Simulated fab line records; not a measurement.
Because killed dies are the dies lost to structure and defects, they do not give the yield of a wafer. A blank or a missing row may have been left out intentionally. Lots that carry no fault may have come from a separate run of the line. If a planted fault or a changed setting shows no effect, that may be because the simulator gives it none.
2 desks, one fault :: flow nandHarc :: each desk holds nothing but its own numbers, with what lay behind them at the end

## AT THE TOOL OWNER'S DESK: rieDiel-02
The tool's own readings at NHARC_A_STAIRCASE_TRIM_233 (chemistry O2, time 211.2 s): means of the sampled wafers that have a number, for each lot that ran on this tool. A lot is out of limits, marked OUT, if its mean lies more than 4 standard deviations from the usual mean; the brackets give that distance.
Columns: A = drypumpMotorCurrentA at NHARC_A_STAIRCASE_TRIM_233, usual 6.0 A; B = o2FlowSccm at NHARC_A_STAIRCASE_TRIM_233, usual 500.0 sccm; C = oesProductAu at NHARC_A_STAIRCASE_TRIM_233, usual 1.001 a.u.; D = rfVppV at NHARC_A_STAIRCASE_TRIM_233, usual 57.8 V; E = showerheadPlenumPTorr at NHARC_A_STAIRCASE_TRIM_233, usual 3.53 Torr; F = throttleValvePct at NHARC_A_STAIRCASE_TRIM_233, usual 17.036 %
lot: L831
first seen here: day 20 12:33
A: 6.0
B: 500.2
C: 0.998
D: 58.0
E: 3.64
F: 17.047

lot: L832
first seen here: day 20 21:20
A: 5.8
B: 498.9
C: 1.000
D: 58.0
E: 3.59
F: 17.038

lot: L833
first seen here: day 21 01:06
A: 6.0
B: 500.2
C: 0.995
D: 57.7
E: 3.64
F: 17.031

lot: L835
first seen here: day 22 06:26
A: 5.7
B: 499.8
C: 1.000
D: 58.1
E: 3.51
F: 17.041
This desk found nothing out of limits on any of the 4 lots.

## METROLOGY DESK
What the gauges read for every lot (on any tool): the sampled wafers with a number, averaged. A lot is out of limits, marked OUT, if its mean lies more than 4 standard deviations from the usual mean; the brackets give that distance.
Columns: A = thkNm at NHARC_A_BONDPAD_THK_MEAS_20, usual 170.0 nm
lot: L822
first seen here: day 23 06:28
A: 168.7

lot: L824
first seen here: day 23 19:22
A: 169.5

lot: L827
first seen here: day 24 18:22
A: 170.2

lot: L828
first seen here: day 25 21:13
A: 172.2

lot: L826
first seen here: day 25 22:26
A: 170.3

lot: L829
first seen here: day 26 15:41
A: 169.6

lot: L830
first seen here: day 26 15:56
A: 169.3

lot: L831
first seen here: day 27 13:47
A: 169.4

lot: L832
first seen here: day 28 06:10
A: 171.9

lot: L834
first seen here: day 28 07:23
A: 171.2

lot: L833
first seen here: day 29 08:16
A: 170.4

lot: L835
first seen here: day 29 08:46
A: 170.1

lot: L843
first seen here: day 32 06:34
A: 170.5
This desk found nothing out of limits on any of the 13 lots.

## TAKEN TOGETHER
The desk of the tool owner found nothing out of limits.
The metrology desk saw nothing out of limits.

## WHAT HAD BEEN PUT IN BY THE SIMULATOR
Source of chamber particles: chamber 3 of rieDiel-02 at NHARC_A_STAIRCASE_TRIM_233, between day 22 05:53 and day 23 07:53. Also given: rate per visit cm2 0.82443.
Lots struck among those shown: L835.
